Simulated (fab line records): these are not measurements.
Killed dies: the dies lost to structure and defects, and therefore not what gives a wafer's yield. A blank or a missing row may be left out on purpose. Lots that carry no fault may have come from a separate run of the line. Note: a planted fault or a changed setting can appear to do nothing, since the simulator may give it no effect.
fab line records | flow nand_harc
record: lots: 14 wafers: 42 last_day: 33
route steps=1302 shown A_BONDPAD@1228 THIN_TSV@1271 END@1302
lots with no fault: from the same line, run without faults
start_h: the number of hours between the record's first day and the start of the first shown wafer of the lot | wait_h: how many hours have passed since the lot's step before this one | " identical to the entry in the row above | L1.1+2: a row that stands for several wafers | - no value, or no start given | * or withheld: withheld | < > ~ a bound
route shown NAME@n: NAME is a module with steps in the file, n the number in the route of the first one | usual: the fault-free wafers' mean and standard deviation | same: alike in all rows | chamber/n: place in a boat | sites: the reading at each site | _std_site: standard deviation across them | _edge_site: outer sites' mean less inner sites' | radius_mm: for every site, how far away it sits from the centre of the wafer | mask NAME#n: copy n | behind: the tool/chamber that last shaped the wafer | hold: cause of the lot's hold/its duration in hours/its outcome | device: which transistor (n, p or np) failed to switch | end of line: the route-end tests of the same wafers | a step without rows: its recipe alone | killed: dies lost to structure and defects at the first sort, not the wafer's yield | map: a wafer's dies, marking killed ones x, the rest . and places with no die _
set.NAME: the setting as run; set.NAME@STEP: as run at that earlier step | model.NAME: the simulator's own value behind a step, which no gauge read
one table for each step of the route and one row for each wafer, over a sample of lots
services: the hour from which a tool's chamber was out of use, counted from the record's first day as start_h (under 0 if before that day), plus the number of hours and why
== steps ==
step: NHARC_A_BONDPAD_PVD_27
recipe: target_thk_a: 300 chamber_pressure_pa: 5 power_w: 5000 substrate_temp_c: 30 time_s: 20.49 material: Cu
usual: cathode_dc_power_W: 5000.0/0.97 throttle_valve_pct: 30.4/1.2
columns lot.wafer tool chamber start_h wait_h cathode_dc_power_W throttle_valve_pct
L790.1 pvd_sputter-02 - - - 4998.8 29.1
L790.3 " - " " 4999.2 31.1
L790.5 " - " " 5002.2 29.0
L792.4 pvd_sputter-02 - - - 5000.2 30.9
L792.3 " - " " 5001.0 29.0
L792.1 " - " " 5001.5 30.7
L791.4 pvd_sputter-02 - - - 4998.4 29.3
L791.2 " - " " 5000.1 32.3
L791.3 " - " " 4999.9 31.0
L796.1 pvd_sputter-03 - - - 5000.6 29.7
L796.4 " - " " 4999.2 29.6
L796.5 " - " " 4999.6 29.9
L794.2 pvd_sputter-02 - - - 5001.4 32.3
L794.4 " - " " 4998.5 31.2
L794.6 " - " " 5000.0 31.2
L795.3 pvd_sputter-03 - - - 5001.1 30.0
L795.6 " - " " 4999.4 28.5
L795.5 " - " " 4999.5 30.0
L798.4 pvd_sputter-01 - - - 4999.5 30.2
L798.1 " - " " 4999.0 31.8
L798.5 " - " " 4998.7 28.4
L797.3 pvd_sputter-03 - - - 5001.9 30.0
L797.2 " - " " 5001.0 30.2
L797.6 " - " " 4998.1 29.5
L800.1 pvd_sputter-01 - - - 5000.2 30.2
L800.3 " - " " 5000.1 31.8
L800.5 " - " " 4999.0 31.4
L801.2 pvd_sputter-03 - - - 5000.1 30.4
L801.3 " - " " 5000.0 29.9
L801.6 " - " " 4999.4 30.0
L802.3 pvd_sputter-02 - - - 5000.9 30.0
L802.1 " - " " 5000.2 32.3
L802.4 " - " " 4999.5 31.9
L805.3 pvd_sputter-02 - - - 5002.0 32.2
L805.6 " - " " 5000.3 30.0
L805.5 " - " " 5001.9 32.3
L804.3 pvd_sputter-01 - - - 4999.3 31.8
L804.1 " - " " 4999.8 28.4
L804.5 " - " " 5001.0 31.6
L812.1 pvd_sputter-01 - - - 5000.6 31.5
L812.4 " - " " 4998.9 30.3
L812.6 " - " " 4999.9 29.5
step: NHARC_THIN_TSV_PRE_CLEAN_50
recipe: time_s: 30 temp_c: 280 gas: H2/He
usual: heater_power_w: 420/44
columns lot.wafer tool chamber start_h wait_h heater_power_w
L790.3 pvd_sputter-02 - 559.20 - 428
L790.1 " - " " 406
L790.5 " - " " 472
L792.3 pvd_sputter-02 - 560.55 - 397
L792.4 " - " " 401
L792.1 " - " " 469
L791.2 pvd_sputter-03 - 564.16 - 411
L791.3 " - " " 371
L791.4 " - " " 431
L796.1 pvd_sputter-03 - 606.53 - 418
L796.4 " - " " 415
L796.5 " - " " 403
L794.4 pvd_sputter-03 - 625.47 - 419
L794.2 " - " " 394
L794.6 " - " " 419
L795.3 pvd_sputter-02 - 626.45 - 403
L795.5 " - " " 398
L795.6 " - " " 393
L798.1 pvd_sputter-02 - 627.66 - 461
L798.4 " - " " 424
L798.5 " - " " 401
L797.2 pvd_sputter-01 - 629.13 - 445
L797.3 " - " " 355
L797.6 " - " " 365
L800.3 pvd_sputter-01 - 652.24 - 373
L800.1 " - " " 350
L800.5 " - " " 443
L801.3 pvd_sputter-01 - 676.34 - 462
L801.2 " - " " 350
L801.6 " - " " 445
L802.4 pvd_sputter-03 - 677.61 - 394
L802.3 " - " " 495
L802.1 " - " " 378
L805.3 pvd_sputter-03 - 690.07 - 365
L805.5 " - " " 424
L805.6 " - " " 405
L804.3 pvd_sputter-03 - 718.46 - 399
L804.1 " - " " 511
L804.5 " - " " 374
L812.1 pvd_sputter-02 - 772.20 - 485
L812.4 " - " " 433
L812.6 " - " " 399
step: NHARC_THIN_TSV_PVD_19
recipe: target_thk_a: 200 chamber_pressure_pa: 5 material: TaN
usual: throttle_valve_pct: 30.1/1.2
columns lot.wafer tool chamber start_h wait_h throttle_valve_pct
L790.3 pvd_sputter-02 - - - 32.3
L790.1 " - " " 31.0
L790.5 " - " " 32.4
L792.4 pvd_sputter-02 - - - 31.1
L792.3 " - " " 29.1
L792.1 " - " " 32.3
L791.2 pvd_sputter-03 - - - 28.8
L791.4 " - " " 29.4
L791.3 " - " " 30.0
L796.1 pvd_sputter-03 - - - 28.3
L796.4 " - " " 30.1
L796.5 " - " " 28.7
L794.4 pvd_sputter-03 - - - 30.0
L794.2 " - " " 29.6
L794.6 " - " " 28.6
L795.3 pvd_sputter-02 - - - 30.9
L795.5 " - " " 29.2
L795.6 " - " " 32.1
L798.4 pvd_sputter-02 - - - 32.2
L798.1 " - " " 29.1
L798.5 " - " " 31.2
L797.3 pvd_sputter-01 - - - 29.1
L797.2 " - " " 30.3
L797.6 " - " " 28.1
L800.1 pvd_sputter-01 - - - 29.5
L800.3 " - " " 28.5
L800.5 " - " " 29.4
L801.2 pvd_sputter-01 - - - 28.3
L801.3 " - " " 29.5
L801.6 " - " " 30.0
L802.1 pvd_sputter-03 - - - 29.8
L802.3 " - " " 28.4
L802.4 " - " " 29.3
L805.3 pvd_sputter-03 - - - 29.8
L805.6 " - " " 30.2
L805.5 " - " " 29.6
L804.3 pvd_sputter-03 - - - 29.8
L804.1 " - " " 30.2
L804.5 " - " " 28.5
L812.1 pvd_sputter-02 - - - 30.2
L812.4 " - " " 30.2
L812.6 " - " " 32.1
step: NHARC_THIN_TSV_ANNEAL_52
recipe: temp_c: 225 time_s: 90
usual: anneal_temp_c_max: 226.07/0.24 wafer_temp_C_max: 226.4/0.48
columns lot.wafer tool chamber start_h wait_h anneal_temp_c_max wafer_temp_C_max
L790.1 rtp_anneal-01 0 560.28 0.5 226.10 227.1
L790.3 " 0 " " 225.82 227.9
L790.5 " 0 " " 226.03 226.9
L792.1 rtp_anneal-02 0 561.64 0.5 225.73 226.0
L792.3 " 0 " " 225.54 226.1
L792.4 " 0 " " 226.12 226.1
L791.2 rtp_anneal-01 0 565.30 0.7 226.10 226.6
L791.3 " 0 " " 226.05 226.6
L791.4 " 0 " " 226.42 226.9
L796.1 rtp_anneal-02 0 607.62 0.5 225.63 226.1
L796.4 " 0 " " 226.41 226.2
L796.5 " 0 " " 225.73 226.5
L794.2 rtp_anneal-02 0 626.62 0.6 226.08 226.3
L794.4 " 0 " " 226.35 226.0
L794.6 " 0 " " 225.96 226.2
L795.3 rtp_anneal-02 0 627.63 0.5 225.87 225.9
L795.5 " 0 " " 226.15 226.1
L795.6 " 0 " " 225.90 225.6
L798.1 rtp_anneal-02 0 628.74 0.5 226.12 225.6
L798.4 " 0 " " 226.03 226.1
L798.5 " 0 " " 226.05 226.4
L797.2 rtp_anneal-02 0 630.26 0.6 225.75 225.7
L797.3 " 0 " " 226.14 225.9
L797.6 " 0 " " 225.83 226.1
L800.1 rtp_anneal-01 0 653.32 0.5 225.95 226.9
L800.3 " 0 " " 225.99 226.7
L800.5 " 0 " " 226.07 226.8
L801.2 rtp_anneal-01 0 677.81 0.6 225.94 227.1
L801.3 " 0 " " 225.94 226.7
L801.6 " 0 " " 225.84 226.1
L802.1 rtp_anneal-01 0 678.70 0.6 226.01 227.3
L802.3 " 0 " " 226.02 226.2
L802.4 " 0 " " 226.03 226.3
L805.3 rtp_anneal-01 0 691.26 0.4 226.09 226.2
L805.5 " 0 " " 226.07 226.3
L805.6 " 0 " " 226.22 227.5
L804.1 rtp_anneal-01 0 719.56 0.5 226.20 227.0
L804.3 " 0 " " 226.36 227.3
L804.5 " 0 " " 226.35 226.3
L812.1 rtp_anneal-02 0 773.28 0.5 226.32 226.1
L812.4 " 0 " " 226.23 226.2
L812.6 " 0 " " 226.56 226.0
step: NHARC_END_SORT_01
recipe: temp_c: 25
usual: defect_limited_yield: 89.9/2.9 killed_at_array: 64/20 killed_at_other: 0.7/1.1 killed_at_periphery: 3.6/2.7 killed_dies: 68/20 killed_open: 2.8/1.9 killed_short: 2.3/1.5
same: gross_dies: 677
columns lot.wafer tool chamber start_h wait_h defect_limited_yield[%] killed_at_array killed_at_other killed_at_periphery killed_dies killed_open killed_short
L790.1 prober-01 0 571.61 2.5 90.7 59 0 4 63 0 2
L790.3 prober-01 0 573.20 3.1 92.2 50 0 3 53 1 1
L790.5 prober-01 0 574.78 3.7 93.9 40 0 1 41 1 0
L792.1 prober-02 0 571.61 2.5 90.0 64 0 4 68 1 4
L792.3 prober-02 0 573.21 3.1 88.6 75 0 2 77 1 1
L792.4 prober-02 0 574.01 3.4 89.1 73 0 1 74 2 2
L791.2 prober-01 0 580.14 2.8 83.5 110 0 2 112 3 3
L791.3 prober-01 0 580.93 3.1 84.0 106 1 1 108 2 5
L791.4 prober-01 0 581.72 3.4 83.0 112 1 2 115 0 5
L796.1 prober-01 0 619.43 2.5 92.8 45 1 3 49 1 3
L796.4 prober-01 0 621.82 3.4 92.6 44 3 3 50 5 1
L796.5 prober-01 0 622.62 3.7 92.2 48 4 1 53 1 1
L798.1 prober-01 0 637.66 2.5 86.6 87 0 4 91 1 1
L798.4 prober-01 0 640.06 3.4 84.9 95 1 6 102 4 3
L798.5 prober-01 0 640.86 3.7 88.0 78 1 2 81 1 1
L794.2 prober-02 0 638.52 2.8 91.9 49 2 4 55 2 2
L794.4 prober-02 0 640.12 3.4 90.5 56 3 5 64 3 3
L794.6 prober-02 0 641.73 4.0 91.4 54 3 1 58 1 1
L797.2 prober-02 0 646.36 2.8 86.1 86 5 3 94 2 3
L797.3 prober-02 0 647.17 3.1 86.7 88 0 2 90 2 0
L797.6 prober-02 0 649.60 4.1 87.6 82 1 1 84 1 1
L795.3 prober-01 0 647.07 3.1 90.8 53 3 6 62 3 3
L795.5 prober-01 0 648.68 3.7 90.7 60 2 1 63 7 4
L795.6 prober-01 0 649.48 4.0 90.0 61 3 4 68 4 2
L800.1 prober-02 0 664.22 2.5 97.5 15 0 2 17 2 1
L800.3 prober-02 0 665.84 3.1 97.5 14 2 1 17 3 2
L800.5 prober-02 0 667.47 3.7 96.6 22 0 1 23 4 2
L802.1 prober-02 0 688.77 2.5 91.6 55 0 2 57 3 2
L802.3 prober-02 0 690.39 3.1 88.9 73 0 2 75 0 1
L802.4 prober-02 0 691.20 3.4 89.7 67 1 2 70 3 1
L801.2 prober-01 0 689.58 2.8 90.3 58 1 7 66 2 1
L801.3 prober-01 0 690.39 3.1 90.0 64 1 3 68 2 1
L801.6 prober-01 0 692.80 4.0 89.2 69 1 3 73 5 3
L805.3 prober-02 0 705.67 3.1 77.7 101 44 6 151 6 5
L805.5 prober-02 0 707.29 3.7 75.8 98 63 3 164 2 5
L805.6 prober-02 0 708.10 4.0 77.7 92 56 3 151 1 3
L804.1 prober-02 0 730.63 2.5 83.8 85 23 2 110 9 2
L804.3 prober-02 0 732.24 3.1 80.9 67 62 0 129 1 1
L804.5 prober-02 0 733.85 3.7 81.5 80 44 1 125 3 5
L812.1 prober-01 0 784.89 2.5 90.0 65 1 2 68 5 3
L812.4 prober-01 0 787.26 3.4 90.5 60 1 3 64 3 5
L812.6 prober-01 0 788.84 4.0 91.0 59 0 2 61 3 2
killed by level:class
L790.1 A_CHANNEL_HOLE_D2:chamber_film_flake=34 A_CONTACT:chamber_film_flake=8 A_BLC:chamber_film_flake=6 A_CHANNEL_HOLE_D1:chamber_film_flake=4 P_ZERO_WELL:chamber_film_flake=3 A_STAIRCASE:chamber_film_flake=3 A_CHANNEL_FILL_D1:chamber_film_flake=2 P_M0:geometric_particle:short=1
L792.1 A_CHANNEL_HOLE_D1:chamber_film_flake=28 A_CHANNEL_HOLE_D2:chamber_film_flake=21 A_CHANNEL_FILL_D1:chamber_film_flake=5 A_STAIRCASE:chamber_film_flake=3 A_CONTACT:chamber_film_flake=3 P_CONTACT:geometric_particle:short=1 P_M0:geometric_particle:short=1 A_SOURCE_PLATE:geometric_particle:short=1
L790.3 A_CHANNEL_HOLE_D2:chamber_film_flake=29 A_CONTACT:chamber_film_flake=9 A_CHANNEL_HOLE_D1:chamber_film_flake=3 A_BLC:chamber_film_flake=3 P_ZERO_WELL:chamber_film_flake=2 A_SLIT:chamber_film_flake=2 P_M0:geometric_particle:open=1 A_ONON_D1:geometric_particle:short=1
L792.3 A_CHANNEL_HOLE_D2:chamber_film_flake=42 A_CHANNEL_HOLE_D1:chamber_film_flake=27 A_CHANNEL_FILL_D1:chamber_film_flake=3 P_M0:chamber_film_flake=2 A_CHANNEL_FILL_D1:geometric_particle:short=1 A_M0:geometric_particle:open=1 A_CONTACT:chamber_film_flake=1
L792.4 A_CHANNEL_HOLE_D2:chamber_film_flake=32 A_CHANNEL_HOLE_D1:chamber_film_flake=29 A_CONTACT:chamber_film_flake=4 A_CHANNEL_FILL_D1:chamber_film_flake=2 A_ONON_D2:geometric_particle:short=1 A_ONON_D2:geometric_particle:open=1 A_CHANNEL_HOLE_D2:geometric_particle:short=1 A_CHANNEL_FILL_D2:geometric_particle:open=1
L790.5 A_CHANNEL_HOLE_D2:chamber_film_flake=24 A_CONTACT:chamber_film_flake=6 A_CHANNEL_HOLE_D1:chamber_film_flake=4 A_BLC:chamber_film_flake=4 A_DECK1_JOINT:geometric_particle:open=1 P_ZERO_WELL:chamber_film_flake=1 A_CHANNEL_FILL_D2:chamber_film_flake=1
L791.2 A_CHANNEL_HOLE_D1:chamber_film_flake=32 A_SLIT:chamber_film_flake=30 A_CHANNEL_HOLE_D2:chamber_film_flake=29 A_STAIRCASE:chamber_film_flake=8 A_CONTACT:chamber_film_flake=4 P_GATE:chamber_film_flake=2 A_SOURCE_PLATE:geometric_particle:short=1 A_DECK1_JOINT:geometric_particle:short=1
L791.3 A_CHANNEL_HOLE_D2:chamber_film_flake=33 A_CHANNEL_HOLE_D1:chamber_film_flake=28 A_SLIT:chamber_film_flake=24 A_STAIRCASE:chamber_film_flake=7 A_CONTACT:chamber_film_flake=6 A_DECK1_JOINT:geometric_particle:short=2 A_CHANNEL_HOLE_D1:geometric_particle:short=1 A_ONON_D2:geometric_particle:open=1
L791.4 A_CHANNEL_HOLE_D1:chamber_film_flake=39 A_CHANNEL_HOLE_D2:chamber_film_flake=33 A_SLIT:chamber_film_flake=23 A_STAIRCASE:chamber_film_flake=9 A_WL_FILL:geometric_particle:short=2 A_ZERO_WELL:chamber_film_flake=2 A_CONTACT:chamber_film_flake=2 A_CHANNEL_FILL_D1:geometric_particle:short=1
L796.1 A_SLIT:chamber_film_flake=27 A_CHANNEL_HOLE_D2:chamber_film_flake=8 A_CHANNEL_FILL_D2:geometric_particle:short=2 P_ZERO_WELL:chamber_film_flake=2 A_CHANNEL_HOLE_D1:chamber_film_flake=2 A_CHANNEL_FILL_D1:chamber_film_flake=2 P_M1:geometric_particle:short=1 A_ONON_D2:geometric_particle:open=1
L796.4 A_SLIT:chamber_film_flake=25 A_CHANNEL_HOLE_D2:chamber_film_flake=8 A_CHANNEL_FILL_D1:chamber_film_flake=3 THIN_TSV:chamber_film_flake=3 P_M0:geometric_particle:open=2 A_CHANNEL_HOLE_D1:chamber_film_flake=2 A_ONON_D1:geometric_particle:open=1 A_DECK1_JOINT:geometric_particle:open=1
L796.5 A_SLIT:chamber_film_flake=31 A_CHANNEL_HOLE_D2:chamber_film_flake=5 A_CHANNEL_HOLE_D1:chamber_film_flake=4 THIN_TSV:chamber_film_flake=3 A_CONTACT:chamber_film_flake=2 A_SOURCE_PLATE:geometric_particle:short=1 A_WL_FILL:geometric_particle:open=1 P_ZERO_WELL:chamber_film_flake=1
L798.1 A_CHANNEL_HOLE_D1:chamber_film_flake=29 A_CHANNEL_HOLE_D2:chamber_film_flake=29 A_SLIT:chamber_film_flake=24 P_BONDPAD:chamber_film_flake=3 A_CONTACT:chamber_film_flake=2 A_SOURCE_PLATE:geometric_particle:open=1 A_WL_FILL:geometric_particle:short=1 P_GATE:chamber_film_flake=1
L794.2 A_CHANNEL_HOLE_D1:chamber_film_flake=29 A_CHANNEL_HOLE_D2:chamber_film_flake=13 A_CHANNEL_FILL_D1:chamber_film_flake=2 A_CONTACT:chamber_film_flake=2 THIN_TSV:chamber_film_flake=2 P_CONTACT:geometric_particle:open=1 P_M0:geometric_particle:open=1 A_CHANNEL_FILL_D1:geometric_particle:short=1
L798.4 A_CHANNEL_HOLE_D1:chamber_film_flake=33 A_CHANNEL_HOLE_D2:chamber_film_flake=26 A_SLIT:chamber_film_flake=23 P_GATE:chamber_film_flake=3 A_WL_FILL:chamber_film_flake=3 A_WL_FILL:geometric_particle:short=2 A_STAIRCASE:chamber_film_flake=2 A_CONTACT:chamber_film_flake=2
L794.4 A_CHANNEL_HOLE_D1:chamber_film_flake=25 A_CHANNEL_HOLE_D2:chamber_film_flake=15 A_CHANNEL_FILL_D1:chamber_film_flake=4 A_SLIT:chamber_film_flake=3 THIN_TSV:chamber_film_flake=3 P_GATE:chamber_film_flake=2 A_STAIRCASE:chamber_film_flake=2 A_CONTACT:chamber_film_flake=2
L798.5 A_SLIT:chamber_film_flake=30 A_CHANNEL_HOLE_D1:chamber_film_flake=23 A_CHANNEL_HOLE_D2:chamber_film_flake=21 P_BONDPAD:chamber_film_flake=2 A_CHANNEL_FILL_D2:geometric_particle:short=1 A_CONTACT:geometric_particle:open=1 A_WL_FILL:chamber_film_flake=1 A_CONTACT:chamber_film_flake=1
L794.6 A_CHANNEL_HOLE_D1:chamber_film_flake=33 A_CHANNEL_HOLE_D2:chamber_film_flake=11 THIN_TSV:chamber_film_flake=3 A_WL_FILL:chamber_film_flake=2 A_CONTACT:chamber_film_flake=2 A_M1:chamber_film_flake=2 A_CHANNEL_FILL_D2:geometric_particle:short=1 A_CONTACT:geometric_particle:open=1
L797.2 A_CHANNEL_HOLE_D1:chamber_film_flake=34 A_SLIT:chamber_film_flake=27 A_CHANNEL_HOLE_D2:chamber_film_flake=15 THIN_TSV:chamber_film_flake=5 A_CONTACT:chamber_film_flake=4 A_SOURCE_PLATE:geometric_particle:short=2 P_GATE:geometric_particle:open=1 P_CONTACT:geometric_particle:open=1
L795.3 A_CHANNEL_HOLE_D1:chamber_film_flake=31 A_CHANNEL_HOLE_D2:chamber_film_flake=9 A_CONTACT:chamber_film_flake=5 P_M1:chamber_film_flake=4 A_ZERO_WELL:chamber_film_flake=2 THIN_TSV:chamber_film_flake=2 P_STI:geometric_particle:open=1 A_CHANNEL_FILL_D1:geometric_particle:short=1
L797.3 A_CHANNEL_HOLE_D1:chamber_film_flake=36 A_SLIT:chamber_film_flake=30 A_CHANNEL_HOLE_D2:chamber_film_flake=10 A_STAIRCASE:chamber_film_flake=3 A_CHANNEL_FILL_D1:chamber_film_flake=2 A_CHANNEL_FILL_D2:chamber_film_flake=2 A_CONTACT:chamber_film_flake=2 A_CHANNEL_FILL_D1:geometric_particle:open=1
L795.5 A_CHANNEL_HOLE_D1:chamber_film_flake=32 A_CHANNEL_HOLE_D2:chamber_film_flake=12 A_CONTACT:chamber_film_flake=4 A_SLIT:chamber_film_flake=3 A_WL_FILL:geometric_particle:open=2 A_M0:geometric_particle:open=2 P_M0:geometric_particle:open=1 A_DECK1_JOINT:geometric_particle:short=1
L795.6 A_CHANNEL_HOLE_D1:chamber_film_flake=35 A_CHANNEL_HOLE_D2:chamber_film_flake=10 A_CONTACT:chamber_film_flake=6 THIN_TSV:chamber_film_flake=3 A_ZERO_WELL:chamber_film_flake=2 A_CHANNEL_FILL_D1:chamber_film_flake=2 P_M0:geometric_particle:open=1 P_M0:geometric_particle:short=1
L797.6 A_CHANNEL_HOLE_D1:chamber_film_flake=35 A_SLIT:chamber_film_flake=24 A_CHANNEL_HOLE_D2:chamber_film_flake=13 A_WL_FILL:chamber_film_flake=3 A_CONTACT:chamber_film_flake=3 A_ONON_D1:geometric_particle:short=1 A_CHANNEL_FILL_D1:geometric_particle:open=1 P_STI:chamber_film_flake=1
L800.1 A_CONTACT:chamber_film_flake=4 A_SLIT:chamber_film_flake=3 A_BLC:geometric_particle:open=2 A_CHANNEL_HOLE_D1:chamber_film_flake=2 A_BONDPAD:chamber_film_flake=2 A_DECK1_JOINT:geometric_particle:short=1 P_GATE:chamber_film_flake=1 P_BONDPAD:chamber_film_flake=1
L800.3 A_CHANNEL_HOLE_D1:chamber_film_flake=5 A_STAIRCASE:chamber_film_flake=4 A_M0:geometric_particle:open=2 STARTING-WAFER:geometric_particle:short=2 A_DECK1_JOINT:geometric_particle:open=1 P_BONDPAD:chamber_film_flake=1 A_CHANNEL_HOLE_D2:chamber_film_flake=1 A_BONDPAD:chamber_film_flake=1
L800.5 A_CHANNEL_HOLE_D1:chamber_film_flake=6 A_CONTACT:chamber_film_flake=3 A_SLIT:chamber_film_flake=2 A_STAIRCASE:chamber_film_flake=2 A_BONDPAD:chamber_film_flake=2 A_ONON_D2:geometric_particle:open=1 A_CHANNEL_FILL_D2:geometric_particle:short=1 A_WL_FILL:geometric_particle:open=1
L802.1 A_SLIT:chamber_film_flake=26 A_CHANNEL_HOLE_D2:chamber_film_flake=15 A_STAIRCASE:chamber_film_flake=3 A_CONTACT:chamber_film_flake=2 A_CHANNEL_HOLE_D1:chamber_film_flake=2 A_ONON_D1:geometric_particle:short=1 A_CHANNEL_HOLE_D1:geometric_particle:short=1 A_ONON_D2:geometric_particle:open=1
L801.2 A_CHANNEL_HOLE_D1:chamber_film_flake=27 A_CHANNEL_HOLE_D2:chamber_film_flake=14 A_CONTACT:chamber_film_flake=4 P_GATE:chamber_film_flake=3 A_DECK1_JOINT:chamber_film_flake=3 P_STI:chamber_film_flake=2 A_STAIRCASE:chamber_film_flake=2 A_SLIT:chamber_film_flake=2
L801.3 A_CHANNEL_HOLE_D1:chamber_film_flake=28 A_CHANNEL_HOLE_D2:chamber_film_flake=21 A_SLIT:chamber_film_flake=3 A_CONTACT:chamber_film_flake=3 P_GATE:chamber_film_flake=2 A_DECK1_JOINT:chamber_film_flake=2 A_STAIRCASE:chamber_film_flake=2 A_ONON_D1:geometric_particle:open=1
L802.3 A_SLIT:chamber_film_flake=36 A_CHANNEL_HOLE_D2:chamber_film_flake=21 A_CHANNEL_HOLE_D1:chamber_film_flake=9 A_STAIRCASE:chamber_film_flake=3 A_CHANNEL_FILL_D2:geometric_particle:short=1 P_ZERO_WELL:chamber_film_flake=1 P_GATE:chamber_film_flake=1 A_DECK1_JOINT:chamber_film_flake=1
L802.4 A_SLIT:chamber_film_flake=26 A_CHANNEL_HOLE_D2:chamber_film_flake=20 A_CHANNEL_HOLE_D1:chamber_film_flake=6 A_STAIRCASE:chamber_film_flake=6 A_M1:chamber_film_flake=3 P_BONDPAD:chamber_film_flake=2 A_DECK1_JOINT:geometric_particle:short=1 A_WL_FILL:geometric_particle:open=1
L801.6 A_CHANNEL_HOLE_D1:chamber_film_flake=34 A_CHANNEL_HOLE_D2:chamber_film_flake=15 A_CONTACT:chamber_film_flake=5 A_ONON_D1:geometric_particle:open=2 A_WL_FILL:geometric_particle:short=2 P_GATE:chamber_film_flake=2 A_WL_FILL:chamber_film_flake=2 P_M0:geometric_particle:open=1
L805.3 THIN_TSV:unspecified=43 A_CHANNEL_HOLE_D1:chamber_film_flake=39 A_SLIT:chamber_film_flake=29 A_CHANNEL_HOLE_D2:chamber_film_flake=16 P_GATE:chamber_film_flake=5 A_CONTACT:chamber_film_flake=4 A_STAIRCASE:chamber_film_flake=2 P_M1:geometric_particle:open=1
L805.5 THIN_TSV:unspecified=63 A_SLIT:chamber_film_flake=35 A_CHANNEL_HOLE_D1:chamber_film_flake=26 A_CHANNEL_HOLE_D2:chamber_film_flake=23 A_ZERO_WELL:chamber_film_flake=3 A_CHANNEL_FILL_D1:geometric_particle:short=2 A_CONTACT:chamber_film_flake=2 A_BLC:chamber_film_flake=2
L805.6 THIN_TSV:unspecified=56 A_CHANNEL_HOLE_D1:chamber_film_flake=33 A_SLIT:chamber_film_flake=28 A_CHANNEL_HOLE_D2:chamber_film_flake=22 A_CONTACT:chamber_film_flake=4 P_GATE:geometric_particle:short=1 A_CHANNEL_FILL_D1:geometric_particle:short=1 A_BLC:geometric_particle:short=1
L804.1 A_CHANNEL_HOLE_D1:chamber_film_flake=31 A_CHANNEL_HOLE_D2:chamber_film_flake=24 THIN_TSV:unspecified=22 A_CONTACT:chamber_film_flake=8 A_SLIT:chamber_film_flake=6 A_STAIRCASE:chamber_film_flake=3 A_CHANNEL_FILL_D2:geometric_particle:open=2 A_WL_FILL:chamber_film_flake=2
L804.3 THIN_TSV:unspecified=62 A_CHANNEL_HOLE_D1:chamber_film_flake=27 A_CHANNEL_HOLE_D2:chamber_film_flake=25 A_CONTACT:chamber_film_flake=5 A_SLIT:chamber_film_flake=3 A_STAIRCASE:chamber_film_flake=2 A_DECK1_JOINT:chamber_film_flake=2 A_CHANNEL_FILL_D2:geometric_particle:open=1
L804.5 THIN_TSV:unspecified=44 A_CHANNEL_HOLE_D1:chamber_film_flake=39 A_CHANNEL_HOLE_D2:chamber_film_flake=25 A_SLIT:chamber_film_flake=7 A_ONON_D1:geometric_particle:short=2 A_CHANNEL_FILL_D2:geometric_particle:short=2 P_M1:geometric_particle:open=1 A_CHANNEL_HOLE_D1:geometric_particle:open=1
L812.1 A_CHANNEL_HOLE_D2:chamber_film_flake=32 A_CHANNEL_HOLE_D1:chamber_film_flake=18 A_SLIT:chamber_film_flake=6 P_M0:geometric_particle:open=2 A_WL_FILL:geometric_particle:short=2 A_CHANNEL_FILL_D1:chamber_film_flake=2 A_ONON_D1:geometric_particle:open=1 A_DECK1_JOINT:geometric_particle:open=1
L812.4 A_CHANNEL_HOLE_D2:chamber_film_flake=19 A_CHANNEL_HOLE_D1:chamber_film_flake=15 A_SLIT:chamber_film_flake=9 A_CHANNEL_FILL_D1:chamber_film_flake=5 A_STAIRCASE:chamber_film_flake=4 P_M2:geometric_particle:open=2 A_WL_FILL:chamber_film_flake=2 A_ONON_D1:geometric_particle:short=1
L812.6 A_CHANNEL_HOLE_D2:chamber_film_flake=25 A_CHANNEL_HOLE_D1:chamber_film_flake=11 A_SLIT:chamber_film_flake=10 A_CHANNEL_FILL_D1:chamber_film_flake=4 A_STAIRCASE:chamber_film_flake=2 P_CONTACT:geometric_particle:open=1 A_CHANNEL_FILL_D1:geometric_particle:short=1 A_CHANNEL_FILL_D2:geometric_particle:short=1
== services ==
columns tool chamber start_h hours kind
pvd_sputter-03 - 547.47 10.0 pm
pvd_sputter-01 - 582.14 10.0 pm
pvd_sputter-01 - 621.43 1.5 repair
pvd_sputter-02 - 638.00 10.0 pm
pvd_sputter-02 - 683.12 1.9 repair
pvd_sputter-03 - 725.52 10.0 pm
rtp_anneal-02 - 744.00 12.0 pm
pvd_sputter-01 - 760.14 10.0 pm
== key ==
first_sign: step: NHARC_END_SORT_01 reading: killed_at_other direction: up sigmas: 42 usual: 0.7 struck: 48.7
effect: step: NHARC_END_SORT_01 reading: killed_dies direction: up sigmas: 3.6 usual: 68 struck: 138 wafers_moved: 5
more_kills_born_at: NHARC_THIN_TSV_PRE_CLEAN_50@pvd_sputter-03: 290
met_at NHARC_THIN_TSV_PRE_CLEAN_50
struck_lots L804,L805
not_acting_at NHARC_A_BONDPAD_PVD_27,NHARC_THIN_TSV_PVD_19,NHARC_THIN_TSV_ANNEAL_52
onset_between 677.61 690.07
fault: kind: chamber_particle_source tool: pvd_sputter-03 chamber: - onset_h: 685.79 steps: NHARC_THIN_TSV_PRE_CLEAN_50 rate_per_visit_cm2: 0.44102 end_h: 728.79
